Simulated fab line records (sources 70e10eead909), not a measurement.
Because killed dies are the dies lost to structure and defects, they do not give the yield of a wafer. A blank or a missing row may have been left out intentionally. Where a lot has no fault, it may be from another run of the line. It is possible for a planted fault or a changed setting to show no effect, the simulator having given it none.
fab line records + flow nand-harc
record:
- lots: 12
- wafers: 36
- last-day: 34
route steps=1302 shown P_STI@84 P_GATE@197 P_CONTACT@242
lots that met no fault: from a run of the same line without faults
start-h: the number of hours between the record's first day and the start of the first shown wafer of the lot + wait-h: hours elapsed since this lot's preceding step + " repeats the value in the row above + L1.1+2: a row that stands for several wafers + - either no value or no given start + * or withheld: withheld + < > ~ a bound
route shown NAME@n: names a module that has steps shown in the file, with the first one's number in the route + usual: mean and standard deviation over wafers with no fault + same: alike in all rows + chamber/n: place in a boat + sites: readings site by site + _std_site: the values' standard deviation + _edge_site: mean of outer sites minus mean of inner sites + radius-mm: how far each site lies from the wafer's centre + mask NAME#n: copy n + behind: the most recent tool/chamber to have shaped the wafer + hold: why the lot was held/for how many hours/how that ended + device: the n, p or np transistor that did not switch + end of line: tests run on the same wafers once the route is complete + a step without rows: its recipe alone + killed: dies that structure and defects cost at the first sort, which is not the same as the wafer's yield + map: the dies of a wafer, with x for killed, . for not killed, _ for no die there
set.NAME: the run value of the setting; set.NAME@STEP: its run value at that earlier step + model.NAME: the simulator's own value behind a step, which no gauge read
steps of the route over a sample of lots; a table a step, a row a wafer
services: when a tool's chamber went out of use (start-h, in hours from the record's first day, below 0 if earlier), for how many hours, and the reason
== steps ==
step: NHARC_P_STI_OVL_MEAS_10
usual:
- overlay-x-nm: -2/5.2
- overlay-y-nm: -1/5.2
| lot.wafer | tool       | chamber | start-h | wait-h | overlay-x-nm | overlay-y-nm |
|-----------|------------|---------|---------|--------|--------------|--------------|
| L484.1    | overlay-02 | -       | 63.97   | -      | -1           | -6           |
| L484.4    | "          | -       | "       | "      | -2           | -6           |
| L484.6    | "          | -       | "       | "      | -1           | -6           |
| L485.1    | overlay-01 | -       | 73.73   | -      | 3            | 1            |
| L485.3    | "          | -       | "       | "      | 4            | 1            |
| L485.5    | "          | -       | "       | "      | 3            | 1            |
| L488.3    | overlay-01 | -       | 103.42  | -      | -4           | 0            |
| L488.4    | "          | -       | "       | "      | -5           | 0            |
| L488.5    | "          | -       | "       | "      | -4           | 0            |
| L489.2    | overlay-01 | -       | 113.22  | -      | 7            | 8            |
| L489.5    | "          | -       | "       | "      | 7            | 8            |
| L489.6    | "          | -       | "       | "      | 7            | 8            |
| L490.1    | overlay-02 | -       | 124.94  | -      | 2            | -1           |
| L490.2    | "          | -       | "       | "      | 3            | -1           |
| L490.6    | "          | -       | "       | "      | 2            | 0            |
| L491.1    | overlay-02 | -       | 135.24  | -      | 9            | 2            |
| L491.2    | "          | -       | "       | "      | 9            | 1            |
| L491.6    | "          | -       | "       | "      | 8            | 1            |
| L494.2    | overlay-02 | -       | 167.74  | -      | -6           | 3            |
| L494.4    | "          | -       | "       | "      | -5           | 3            |
| L494.6    | "          | -       | "       | "      | -5           | 4            |
| L497.2    | overlay-02 | -       | 195.04  | -      | -2           | -2           |
| L497.3    | "          | -       | "       | "      | -2           | -2           |
| L497.4    | "          | -       | "       | "      | -2           | -2           |
| L500.1    | overlay-01 | -       | 222.86  | -      | -16          | 0            |
| L500.3    | "          | -       | "       | "      | -16          | 1            |
| L500.6    | "          | -       | "       | "      | -15          | 0            |
| L501.1    | overlay-02 | -       | 234.55  | -      | -6           | -5           |
| L501.4    | "          | -       | "       | "      | -6           | -5           |
| L501.6    | "          | -       | "       | "      | -6           | -5           |
| L504.2    | overlay-02 | -       | 265.25  | -      | -9           | -5           |
| L504.5    | "          | -       | "       | "      | -9           | -5           |
| L504.6    | "          | -       | "       | "      | -9           | -5           |
| L505.1    | overlay-02 | -       | 274.47  | -      | 2            | -6           |
| L505.4    | "          | -       | "       | "      | 2            | -6           |
| L505.5    | "          | -       | "       | "      | 2            | -6           |
step: NHARC_P_GATE_EXPOSE_88
recipe:
- na: 0.6
- target-cd-nm: 2000
- dose-mj: 11.87
- mask-id: P_HVN
| lot.wafer  | tool           | chamber | start-h | wait-h | mask       |
|------------|----------------|---------|---------|--------|------------|
| L484.1+4+6 | krf-scanner-02 | 0       | 127.34  | -      | P_HVN#0    |
| L485.1+3+5 | krf-scanner-03 | 0       | 145.74  | -      | P_HVN#0    |
| L488.3+4+5 | krf-scanner-03 | 0       | 172.72  | -      | P_HVN#0    |
| L489.2+5+6 | krf-scanner-04 | 0       | 189.13  | -      | P_HVN#0    |
| L490.1+2+6 | krf-scanner-04 | 0       | 193.62  | -      | P_HVN#0    |
| L491.1+2+6 | krf-scanner-04 | 0       | 202.85  | -      | P_HVN_R1#0 |
| L494.2+4+6 | krf-scanner-04 | 0       | 236.35  | -      | P_HVN#0    |
| L497.2+3+4 | krf-scanner-02 | 0       | 261.30  | -      | P_HVN#0    |
| L500.1+3+6 | krf-scanner-03 | 0       | 291.36  | -      | P_HVN#0    |
| L501.1+4+6 | krf-scanner-03 | 0       | 306.59  | -      | P_HVN#0    |
| L505.1+4+5 | krf-scanner-03 | 0       | 338.59  | -      | P_HVN#0    |
| L504.2+5+6 | krf-scanner-03 | 0       | 339.30  | -      | P_HVN#0    |
step: NHARC_P_GATE_CD_MEAS_91
recipe:
- target-cd-nm: 2000
- landing-energy-ev: 500
usual:
- cd-nm: 1999.9/1.3
| lot.wafer | tool      | chamber | start-h | wait-h | cd-nm  |
|-----------|-----------|---------|---------|--------|--------|
| L484.1    | cd-sem-02 | 0       | 127.50  | -      | 1998.6 |
| L484.4    | "         | 0       | "       | "      | 1999.4 |
| L484.6    | "         | 0       | "       | "      | 1998.5 |
| L485.1    | cd-sem-02 | 0       | 145.89  | -      | 1999.0 |
| L485.3    | "         | 0       | "       | "      | 1999.9 |
| L485.5    | "         | 0       | "       | "      | 2000.3 |
| L488.3    | cd-sem-02 | 0       | 172.87  | -      | 2001.2 |
| L488.4    | "         | 0       | "       | "      | 2001.5 |
| L488.5    | "         | 0       | "       | "      | 1999.5 |
| L489.2    | cd-sem-01 | 0       | 189.28  | -      | 2000.6 |
| L489.5    | "         | 0       | "       | "      | 1999.3 |
| L489.6    | "         | 0       | "       | "      | 1999.1 |
| L490.1    | cd-sem-02 | 0       | 193.77  | -      | 1999.6 |
| L490.2    | "         | 0       | "       | "      | 2001.4 |
| L490.6    | "         | 0       | "       | "      | 2001.6 |
| L491.1    | cd-sem-02 | 0       | 203.02  | -      | 2071.5 |
| L491.2    | "         | 0       | "       | "      | 2071.9 |
| L491.6    | "         | 0       | "       | "      | 2070.9 |
| L494.2    | cd-sem-03 | 0       | 236.50  | -      | 1997.3 |
| L494.4    | "         | 0       | "       | "      | 1997.8 |
| L494.6    | "         | 0       | "       | "      | 1999.8 |
| L497.2    | cd-sem-02 | 0       | 261.46  | -      | 2000.2 |
| L497.3    | "         | 0       | "       | "      | 1999.7 |
| L497.4    | "         | 0       | "       | "      | 1999.8 |
| L500.1    | cd-sem-02 | 0       | 291.52  | -      | 2000.6 |
| L500.3    | "         | 0       | "       | "      | 1998.5 |
| L500.6    | "         | 0       | "       | "      | 1999.7 |
| L501.1    | cd-sem-02 | 0       | 306.74  | -      | 1999.5 |
| L501.4    | "         | 0       | "       | "      | 2000.2 |
| L501.6    | "         | 0       | "       | "      | 1999.8 |
| L505.1    | cd-sem-01 | 0       | 338.74  | -      | 1998.5 |
| L505.4    | "         | 0       | "       | "      | 1998.7 |
| L505.5    | "         | 0       | "       | "      | 1998.8 |
| L504.2    | cd-sem-01 | 0       | 339.45  | -      | 2000.1 |
| L504.5    | "         | 0       | "       | "      | 2001.2 |
| L504.6    | "         | 0       | "       | "      | 1999.6 |
step: NHARC_P_GATE_DEGAS_109
recipe:
- temp-c: 300
- time-s: 60
usual:
- heater-power-w: 462/45
| lot.wafer | tool           | chamber | start-h | wait-h | heater-power-w |
|-----------|----------------|---------|---------|--------|----------------|
| L484.1    | pvd-sputter-01 | -       | 129.59  | 0.1    | 462            |
| L484.4    | "              | -       | "       | "      | 483            |
| L484.6    | "              | -       | "       | "      | 503            |
| L485.1    | pvd-sputter-03 | -       | 148.19  | 0.1    | 491            |
| L485.3    | "              | -       | "       | "      | 492            |
| L485.5    | "              | -       | "       | "      | 502            |
| L488.3    | pvd-sputter-01 | -       | 175.13  | 0.1    | 444            |
| L488.4    | "              | -       | "       | "      | 416            |
| L488.5    | "              | -       | "       | "      | 503            |
| L489.2    | pvd-sputter-02 | -       | 191.41  | 0.1    | 501            |
| L489.5    | "              | -       | "       | "      | 497            |
| L489.6    | "              | -       | "       | "      | 469            |
| L490.2    | pvd-sputter-03 | -       | 195.88  | 0.1    | 468            |
| L490.1    | "              | -       | "       | "      | 363            |
| L490.6    | "              | -       | "       | "      | 479            |
| L491.2    | pvd-sputter-01 | -       | 205.15  | 0.1    | 502            |
| L491.1    | "              | -       | "       | "      | 451            |
| L491.6    | "              | -       | "       | "      | 484            |
| L494.2    | pvd-sputter-02 | -       | 238.61  | 0.1    | 448            |
| L494.4    | "              | -       | "       | "      | 536            |
| L494.6    | "              | -       | "       | "      | 444            |
| L497.3    | pvd-sputter-03 | -       | 263.85  | 0.1    | 374            |
| L497.4    | "              | -       | "       | "      | 437            |
| L497.2    | "              | -       | "       | "      | 486            |
| L500.3    | pvd-sputter-03 | -       | 293.64  | 0.1    | 476            |
| L500.1    | "              | -       | "       | "      | 485            |
| L500.6    | "              | -       | "       | "      | 478            |
| L501.1    | pvd-sputter-02 | -       | 308.86  | 0.1    | 480            |
| L501.4    | "              | -       | "       | "      | 552            |
| L501.6    | "              | -       | "       | "      | 535            |
| L505.4    | pvd-sputter-02 | -       | 340.87  | 0.1    | 557            |
| L505.1    | "              | -       | "       | "      | 433            |
| L505.5    | "              | -       | "       | "      | 547            |
| L504.2    | pvd-sputter-01 | -       | 341.60  | 0.1    | 464            |
| L504.5    | "              | -       | "       | "      | 458            |
| L504.6    | "              | -       | "       | "      | 430            |
step: NHARC_P_CONTACT_STRIP_28
recipe:
- o2-flow-sccm: 500
- ar-flow-sccm: 0
- bias-w: 0
- chemistry: O2
usual:
- drypump-motor-current-A: 5.8/0.49
- o2-flow-sccm: 500.0/1.5
- oes-product-au: 1.001/0.0068
- rf-vpp-V: 57.6/0.88
- showerhead-plenum-p-Torr: 3.46/0.11
- throttle-valve-pct: 17.035/0.0089
same:
- bias-w: 0
| lot.wafer | tool        | chamber | start-h | wait-h | drypump-motor-current-A | o2-flow-sccm | oes-product-au | rf-hours-counter-h | rf-vpp-V | showerhead-plenum-p-Torr | throttle-valve-pct |
|-----------|-------------|---------|---------|--------|-------------------------|--------------|----------------|--------------------|----------|--------------------------|--------------------|
| L484.4    | rie-diel-10 | 1       | 133.28  | 0.1    | 5.1                     | 500.4        | 1.009          | 2.7                | 58.3     | 3.50                     | 17.033             |
| L484.1    | "           | 3       | "       | "      | 5.1                     | 500.7        | 1.003          | 2.5                | 58.7     | 3.61                     | 17.041             |
| L484.6    | "           | 1       | "       | "      | 5.1                     | 499.3        | 0.992          | -                  | 57.2     | 3.50                     | 17.028             |
| L485.3    | rie-diel-10 | 0       | 151.93  | 0.1    | 6.2                     | 499.5        | 0.993          | 3.0                | 58.9     | 3.48                     | 17.026             |
| L485.1    | "           | 1       | "       | "      | 5.0                     | 499.8        | 1.005          | 3.1                | 56.9     | 3.50                     | 17.052             |
| L485.5    | "           | 2       | "       | "      | 6.1                     | 501.9        | 0.996          | -                  | 57.4     | 3.38                     | 17.043             |
| L488.4    | rie-diel-10 | 3       | 178.73  | 0.1    | 5.1                     | 498.3        | 0.995          | 3.4                | 57.4     | 3.61                     | 17.043             |
| L488.3    | "           | 0       | "       | "      | 6.2                     | 498.6        | 0.996          | 3.5                | 58.1     | 3.48                     | 17.033             |
| L488.5    | "           | 0       | "       | "      | 6.2                     | 500.7        | 0.996          | -                  | 57.5     | 3.48                     | 17.032             |
| L489.2    | rie-diel-10 | 0       | 195.11  | 0.1    | 6.2                     | 500.7        | 0.997          | 4.0                | 57.2     | 3.48                     | 17.035             |
| L489.6    | "           | 2       | "       | "      | 6.1                     | 499.0        | 1.000          | -                  | 57.3     | 3.38                     | 17.044             |
| L489.5    | "           | 3       | "       | "      | 5.1                     | 500.7        | 0.992          | -                  | 58.7     | 3.61                     | 17.036             |
| L490.2    | rie-diel-10 | 3       | 199.60  | 0.1    | 5.1                     | 500.0        | 0.996          | 3.9                | 58.0     | 3.61                     | 17.030             |
| L490.1    | "           | 1       | "       | "      | 5.0                     | 500.4        | 1.005          | 4.3                | 56.5     | 3.50                     | 17.043             |
| L490.6    | "           | 0       | "       | "      | 6.1                     | 502.4        | 1.005          | -                  | 57.9     | 3.48                     | 17.033             |
| L491.2    | rie-diel-06 | 1       | 208.85  | 0.1    | 6.6                     | 498.4        | 0.995          | 2.0                | 57.7     | 3.45                     | 17.025             |
| L491.1    | "           | 2       | "       | "      | 6.5                     | 501.3        | 0.993          | 2.0                | 58.0     | 3.32                     | 17.036             |
| L491.6    | "           | 2       | "       | "      | 6.5                     | 500.5        | 0.986          | -                  | 57.4     | 3.32                     | 17.055             |
| L494.4    | rie-diel-12 | 3       | 242.39  | 0.1    | 5.8                     | 498.3        | 0.985          | 7.8                | 58.0     | 3.41                     | 17.030             |
| L494.2    | "           | 2       | "       | "      | 5.7                     | 501.1        | 0.996          | 9.0                | 57.4     | 3.63                     | 17.034             |
| L494.6    | "           | 0       | "       | "      | 6.5                     | 499.1        | 0.997          | -                  | 57.9     | 3.43                     | 17.036             |
| L497.3    | rie-diel-10 | 0       | 267.91  | 0.1    | 6.2                     | 499.1        | 0.996          | 0.6                | 58.6     | 3.48                     | 17.041             |
| L497.4    | "           | 1       | "       | "      | 5.1                     | 503.0        | 1.013          | 0.5                | 58.5     | 3.49                     | 17.023             |
| L497.2    | "           | 2       | "       | "      | 6.1                     | 499.7        | 0.995          | 0.6                | 58.6     | 3.37                     | 17.049             |
| L500.1    | rie-diel-12 | 2       | 297.37  | 0.1    | 5.7                     | 500.2        | 0.996          | 1.4                | 58.9     | 3.62                     | 17.031             |
| L500.3    | "           | 3       | "       | "      | 5.8                     | 497.9        | 0.994          | 1.8                | 57.1     | 3.41                     | 17.026             |
| L500.6    | "           | 2       | "       | "      | 5.7                     | 500.6        | 0.996          | -                  | 58.9     | 3.62                     | 17.040             |
| L501.1    | rie-diel-12 | 0       | 312.85  | 0.1    | 6.5                     | 499.5        | 1.009          | 2.4                | 57.9     | 3.43                     | 17.028             |
| L501.6    | "           | 1       | "       | "      | 5.5                     | 499.7        | 0.999          | -                  | 56.3     | 3.30                     | 17.033             |
| L501.4    | "           | 0       | "       | "      | 6.4                     | 497.9        | 1.018          | -                  | 58.2     | 3.43                     | 17.027             |
| L505.4    | rie-diel-12 | 3       | 344.46  | 0.1    | 5.8                     | 499.4        | 1.013          | 4.9                | 57.2     | 3.41                     | 17.038             |
| L505.1    | "           | 0       | "       | "      | 6.5                     | 502.5        | 1.010          | 4.1                | 55.8     | 3.43                     | 17.045             |
| L505.5    | "           | 2       | "       | "      | 5.7                     | 501.5        | 1.011          | -                  | 57.8     | 3.62                     | 17.036             |
| L504.2    | rie-diel-12 | 1       | 345.30  | 0.1    | 5.6                     | 498.4        | 1.004          | 3.8                | 57.0     | 3.30                     | 17.028             |
| L504.6    | "           | 0       | "       | "      | 6.5                     | 498.4        | 1.009          | -                  | 56.9     | 3.43                     | 17.029             |
| L504.5    | "           | 1       | "       | "      | 5.6                     | 497.1        | 1.002          | -                  | 56.6     | 3.30                     | 17.040             |
== services ==
| tool           | chamber | start-h | hours | kind   |
|----------------|---------|---------|-------|--------|
| pvd-sputter-02 | -       | 104.00  | 10.0  | pm     |
| pvd-sputter-03 | -       | 105.77  | 1.7   | repair |
| pvd-sputter-01 | -       | 121.61  | 4.5   | repair |
| krf-scanner-03 | -       | 137.88  | 5.4   | repair |
| rie-diel-12    | 1       | 149.45  | 3.0   | repair |
| krf-scanner-04 | -       | 150.02  | 3.2   | repair |
| pvd-sputter-02 | -       | 155.73  | 2.6   | repair |
| pvd-sputter-03 | -       | 161.99  | 6.5   | repair |
| rie-diel-12    | 1       | 169.77  | 3.3   | repair |
| pvd-sputter-03 | -       | 180.44  | 10.0  | pm     |
| krf-scanner-04 | -       | 182.00  | 4.0   | pm     |
| rie-diel-12    | 2       | 184.76  | 5.8   | repair |
| rie-diel-12    | 0       | 192.95  | 20.5  | repair |
| pvd-sputter-02 | -       | 217.49  | 0.7   | repair |
| krf-scanner-03 | -       | 223.05  | 8.6   | repair |
| rie-diel-10    | 0       | 237.16  | 19.2  | repair |
| rie-diel-12    | -       | 240.24  | 1.0   | repair |
| rie-diel-10    | -       | 242.50  | 9.0   | pm     |
| krf-scanner-03 | -       | 255.10  | 0.6   | repair |
| rie-diel-10    | -       | 256.45  | 1.3   | repair |
| rie-diel-12    | -       | 268.40  | 9.0   | pm     |
| rie-diel-10    | -       | 274.18  | 1.8   | repair |
| rie-diel-12    | 3       | 311.97  | 2.8   | repair |
| rie-diel-10    | 0       | 344.38  | 7.0   | repair |
== key ==
first-sign:
- step: NHARC_P_GATE_EXPOSE_88
- reading: mask
- direction: changed
effect:
- step: NHARC_P_GATE_CD_MEAS_91
- reading: cd-nm
- direction: up
- sigmas: 56
- usual: 1999.9
- struck: 2071.4
met-at NHARC_P_GATE_EXPOSE_88
struck-lots L491
tester-left-out L491
not-acting-at NHARC_P_STI_OVL_MEAS_10,NHARC_P_GATE_DEGAS_109,NHARC_P_CONTACT_STRIP_28
onset-between 193.62 202.85
fault:
- kind: wrong-mask
- tool: any
- chamber: -
- onset-h: 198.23
- steps: NHARC_P_GATE_EXPOSE_88
- aux-copy: P_HVN_R1#0
- cd-offset-nm: 71.683
- scope: struck-lots-only
tester-left-out: of these lots the tester's yield and bins aren't shown, on N5 and GAA mostly nor the transistor test; their killed dies are dies lost to structure and defects alone, not to doping, threshold or leakage, so they don't give the yield
